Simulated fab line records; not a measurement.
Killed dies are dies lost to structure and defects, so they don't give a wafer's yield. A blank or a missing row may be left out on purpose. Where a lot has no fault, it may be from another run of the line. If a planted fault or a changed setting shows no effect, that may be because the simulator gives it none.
2 desks, one fault    flow nand harc    only its own numbers are on each desk; what lay behind them is given at the end

== THE METROLOGY DESK ==
Means of the sampled wafers that have a number, per lot and without regard to the tool the lot ran on: this is what the gauges read. The brackets show how far a lot's mean lies from the usual mean; more than 4 standard deviations puts the lot out of limits, marked OUT.
Columns: A = thk nm at NHARC_A_ONON_D1_THK_MEAS_21, usual 998 nm
lot   first seen here  A
L709  day 8 01:35      994
L710  day 8 13:52      994
L712  day 8 14:05      1006
L711  day 8 17:33      996
L713  day 9 01:16      1031 (+4.1) OUT
L719  day 10 16:22     1030
L723  day 12 00:59     990
L725  day 12 10:24     1000
L727  day 12 10:24     991
L728  day 12 18:02     1002
L729  day 13 03:24     1006
L731  day 13 07:10     1001
L730  day 13 07:11     999
L732  day 13 11:12     986
Finding of this desk: L713 out of limits; the first was L713 at day 9 01:16, on thk nm at NHARC_A_ONON_D1_THK_MEAS_21. Within limits: L709, L710, L712, L711, L719, L723, L725, L727, L728, L729, L731, L730, L732.

== THE DEFECT DESK ==
Lot by lot, what the route's inspections counted, given as the mean of those sampled wafers with a number. The brackets show how far a lot's mean lies from the usual mean; more than 4 standard deviations puts the lot out of limits, marked OUT.
Columns: A = raw defect count at NHARC_P_BONDPAD_INSPECT_23, usual 337
lot   first seen here  A
L709  day 6 12:01      244
L710  day 7 03:52      329
L712  day 7 06:45      309
L711  day 7 07:03      433
L713  day 7 12:35      343
L719  day 8 22:41      398
L723  day 10 13:44     197
L725  day 10 19:26     414
L727  day 10 22:44     300
L728  day 11 04:47     244
L729  day 11 13:41     180
L730  day 11 20:47     350
L731  day 11 21:06     333
L732  day 12 00:56     455
Finding of this desk: none of the 14 lots has anything out of limits.

== PUT TOGETHER ==
Metrology desk: alarm possible at day 9 01:16 on L713.
The defect desk saw nothing out of limits.
The defect desk has L713 on record, within its limits.
All the named lots went through NHARC_A_ONON_D1_DEP_19 on pecvd onon-02.

== WHAT THE SIMULATOR PUT IN ==
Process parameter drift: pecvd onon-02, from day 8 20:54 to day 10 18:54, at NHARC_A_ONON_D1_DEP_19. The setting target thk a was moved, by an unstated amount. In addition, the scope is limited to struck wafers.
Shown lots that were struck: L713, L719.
Per desk, hours elapsed from the start of the fault to the first reading out of limits: for the metrology desk, 4.
